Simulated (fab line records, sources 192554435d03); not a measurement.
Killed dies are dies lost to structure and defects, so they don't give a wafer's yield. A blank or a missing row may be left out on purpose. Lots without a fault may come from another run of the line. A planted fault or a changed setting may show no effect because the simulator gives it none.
One fault seen from 2 desks | flow n5_finfet | each desk has only its own numbers; what lay behind them comes last

THE METROLOGY DESK
What the gauges read, lot by lot, whatever tool the lot ran on: means of the sampled wafers that have a number. A lot is out of limits, marked OUT, if its mean lies more than 4 standard deviations from the usual mean; the brackets give that distance. Of its 10 readings 7 are shown: those that lie furthest out on some lot.
Columns: A = DIBL_P at N5_BEOL_M4_RC_MEAS_101, usual 36.0 mV/V; B = IOFF_P at N5_BEOL_M4_RC_MEAS_101, usual 0.21 nA/um; C = ION_N at N5_BEOL_M4_RC_MEAS_101, usual 675 uA/um; D = ION_P at N5_BEOL_M4_RC_MEAS_101, usual 464 uA/um; E = SS_P at N5_BEOL_M4_RC_MEAS_101, usual 73.3 mV/dec; F = VT_N at N5_BEOL_M4_RC_MEAS_101, usual 250 mV; G = VT_P at N5_BEOL_M4_RC_MEAS_101, usual -250 mV
lot  | first seen here | A    | B    | C   | D   | E    | F   | G
L407 | day 7 18:26     | 38.7 | 0.28 | 692 | 475 | 74.2 | 246 | -245
L409 | day 8 06:11     | 33.3 | 0.16 | 658 | 450 | 72.8 | 253 | -255
L411 | day 8 18:02     | 35.1 | 0.19 | 662 | 455 | 72.9 | 253 | -253
L413 | day 9 06:25     | 38.0 | 0.23 | 694 | 474 | 74.4 | 247 | -247
L415 | day 9 10:14     | 33.6 | 0.19 | 668 | 463 | 72.3 | 255 | -250
L427 | day 13 01:41    | 37.7 | 0.19 | 686 | 462 | 73.2 | 247 | -254
L423 | day 13 07:18    | 37.3 | 0.23 | 692 | 477 | 73.7 | 248 | -249
L424 | day 14 01:24    | 36.3 | 0.22 | 665 | 456 | 73.9 | 250 | -251
L420 | day 14 08:04    | 36.9 | 0.22 | 674 | 466 | 73.9 | 252 | -250
L426 | day 14 09:01    | 37.3 | 0.22 | 676 | 463 | 73.5 | 248 | -248
This desk's finding: nothing out of limits on any of the 10 lots.

THE TOOL OWNER'S DESK: cvd_co-01
The tool's own readings at N5_BEOL_M2_CVD_47 (deposits Co from CCTBA/H2, target thk 3 nm, time 223.8 s): means of the sampled wafers that have a number, for each lot that ran on this tool. A lot is out of limits, marked OUT, if its mean lies more than 4 standard deviations from the usual mean; the brackets give that distance.
Columns: A = run_length_s at N5_BEOL_M2_CVD_47, usual 246.6 s
lot  | first seen here | A
L409 | day 7 08:02     | 246.4
L413 | day 8 05:43     | 246.7
L415 | day 8 10:58     | 246.4
L423 | day 12 01:45    | 247.9 (+4.1) OUT
L420 | day 12 11:13    | 248.1 (+4.8) OUT
L426 | day 12 12:03    | 248.8 (+6.9) OUT
This desk's finding: out of limits on L420, L423, L426; first on L423, day 12 01:45 (run_length_s at N5_BEOL_M2_CVD_47). In limits: L409, L413, L415.

PUT TOGETHER
The tool owner's desk could have raised an alarm at day 12 01:45, on L420, L423, L426.
The metrology desk saw nothing out of limits.
The metrology desk has L420, L423, L426 on record, within its limits.
Of the lots named, all ran N5_BEOL_M2_CVD_47 on cvd_co-01.

WHAT THE SIMULATOR HAD PUT IN
Process parameter drift: cvd_co-01, from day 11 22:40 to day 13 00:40, at N5_BEOL_M2_CVD_47. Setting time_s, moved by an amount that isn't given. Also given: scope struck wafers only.
Lots struck among those shown: L420, L423, L426.
Hours from the fault's start to each desk's first reading out of limits: the tool owner's desk, 3.
